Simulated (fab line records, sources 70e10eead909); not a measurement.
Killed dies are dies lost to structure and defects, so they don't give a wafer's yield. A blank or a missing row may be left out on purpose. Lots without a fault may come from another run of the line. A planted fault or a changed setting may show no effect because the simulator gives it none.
A struck lot beside a sound one | flow nand_harc | 31 steps out of a route of 1302
Sound: wafers L514.2, L514.5, L514.6. Struck: wafer L512.1. (L512.2, L512.4 of the same lot were not struck and are left out.) The cause comes at the end.
At each step with rows: each side's tool, then ch and its chambers, then its first start. Under that, the readings that differ: sound wafers | struck wafers | difference of the means | sigmas: that difference in standard deviations of wafers without a fault.
alike: readings whose means differ by less than 2 such deviations, and words and numbers that are the same on both sides. not compared: withheld readings, readings that some wafer has no value for, bounds like >300 that may hide the same value, and numbers for which the record gives no deviation and whose values overlap.
The two part at a step that has a row with sigmas, a row that says differs or no value, or rows on one side only. Numbers that don't overlap but have no deviation are shown without sigmas and don't part them. A reading that every wafer of one side lacks parts them only if that side has two wafers or more.

first, 9 steps without rows for these wafers: NHARC_A_CHANNEL_HOLE_D2_COAT_04 (resist thk 90 nm); NHARC_A_CHANNEL_HOLE_D2_SOFTBAKE_05 (time 55 s); NHARC_A_CHANNEL_HOLE_D2_EBR_06; NHARC_A_CHANNEL_HOLE_D2_EXPOSE_07 (exposes mask HOLE D2, target cd 100 nm); NHARC_A_CHANNEL_HOLE_D2_PEB_08 (peb time 65 s); NHARC_A_CHANNEL_HOLE_D2_DEVELOP_09 (develop time 35 s); NHARC_A_CHANNEL_HOLE_D2_DESCUM_15 (chemistry O2, time 3 s); NHARC_A_CHANNEL_HOLE_D2_ETCH_38 (etches the open film in CF4, target depth 39 nm, time 65 s); NHARC_A_CHANNEL_HOLE_D2_ETCH_39 (etches the open film in N2/H2, target depth 260 nm, time 325 s).
NHARC_A_CHANNEL_HOLE_D2_ETCH_34: etches the open film in CF4/CHF3, target depth 154 nm, time 77 s.
  sound on rie_diel-11 ch 1,2, day 20 20:47; struck on rie_diel-07 ch 0, day 19 16:50
  alike: drypump_motor_current_A, oes_product_au, rf_vpp_V, showerhead_plenum_p_Torr, throttle_valve_pct
  not compared: rf_hours_counter_h
then, 18 steps without rows for these wafers: NHARC_A_CHANNEL_HOLE_D2_ETCH_16 (etches the open film in O2/COS, target depth 3100 nm, time 806 s); NHARC_A_CHANNEL_HOLE_D2_ETCH_19 (etches the open film in C4F8/O2/Ar, time 34.5 s); NHARC_A_CHANNEL_HOLE_D2_ETCH_20 (etches the open film in C4F8/O2/Ar, time 361.9 s, target depth 1600 nm); NHARC_A_CHANNEL_HOLE_D2_ETCH_21 (etches the open film in C4F8/O2/Ar, time 514.3 s, target depth 1600 nm); NHARC_A_CHANNEL_HOLE_D2_ETCH_22 (etches the open film in C4F8/O2/Ar, time 666.7 s, target depth 1600 nm); NHARC_A_CHANNEL_HOLE_D2_ETCH_23 (etches the open film in C4F8/O2/Ar, time 819 s, target depth 1600 nm); NHARC_A_CHANNEL_HOLE_D2_ETCH_24 (etches the open film in C4F8/O2/Ar, time 906.2 s, target depth 1500 nm); NHARC_A_CHANNEL_HOLE_D2_ETCH_25 (etches the open film in C4F8/O2/Ar, time 1040.2 s, target depth 1500 nm); NHARC_A_CHANNEL_HOLE_D2_ETCH_26 (etches the open film in C4F8/O2/Ar, time 224.1 s, target depth 300 nm); NHARC_A_CHANNEL_HOLE_D2_ETCH_27 (etches the open film in C4F8/O2/Ar, time 90 s, target depth 400 nm); NHARC_A_CHANNEL_HOLE_D2_STRIP_41 (strips in N2/H2); NHARC_A_CHANNEL_HOLE_D2_STRIP_42 (strips in CF4/CHF3); NHARC_A_CHANNEL_HOLE_D2_STRIP_43 (strips in O2/COS); NHARC_A_CHANNEL_HOLE_D2_ETCH_44 (etches the open film in CF4/O2, target depth 140 nm, overetch 14 nm, time 77 s); NHARC_A_CHANNEL_HOLE_D2_STRIP_28 (strips in O2); NHARC_A_CHANNEL_HOLE_D2_PRECLEAN_29 (cleans in SC1); NHARC_A_CHANNEL_HOLE_D2_SRD_30; NHARC_A_CHANNEL_HOLE_D2_XSEM_32.
NHARC_A_CHANNEL_HOLE_D2_INSPECT_40:
  sound on defect_inspect-02, day 21 07:08; struck on defect_inspect-01, day 20 01:25
  reading          | sound       | struck | difference | sigmas
  raw_defect_count | 307 361 230 | 1386   | +1087      | +15
then, 1 step without rows for these wafers: NHARC_A_CHANNEL_FILL_D2_PRECLEAN_00 (cleans in SC1).
-- the record jumps here: 11 days lie between the struck wafers' starts before and after (it left off in module A_CHANNEL_FILL_D2 and takes up again in module END, whose first step shown is number 1302 of the route) --
NHARC_END_SORT_01:
  sound on prober-01 ch 0, day 32 04:10; struck on prober-01 ch 0, day 30 18:44
  reading         | sound    | struck | difference | sigmas
  killed_at_array | 54 55 44 | 133    | +82        | +4
  killed_dies     | 59 59 52 | 136    | +79        | +4
  killed_open     | 5 6 3    | 1      | -4         | -2
  alike: killed_at_other, killed_at_periphery, killed_short

WHERE THEY PART
First at NHARC_A_CHANNEL_HOLE_D2_INSPECT_40; last, within this record, at NHARC_END_SORT_01.

WHY: what the simulator had put in
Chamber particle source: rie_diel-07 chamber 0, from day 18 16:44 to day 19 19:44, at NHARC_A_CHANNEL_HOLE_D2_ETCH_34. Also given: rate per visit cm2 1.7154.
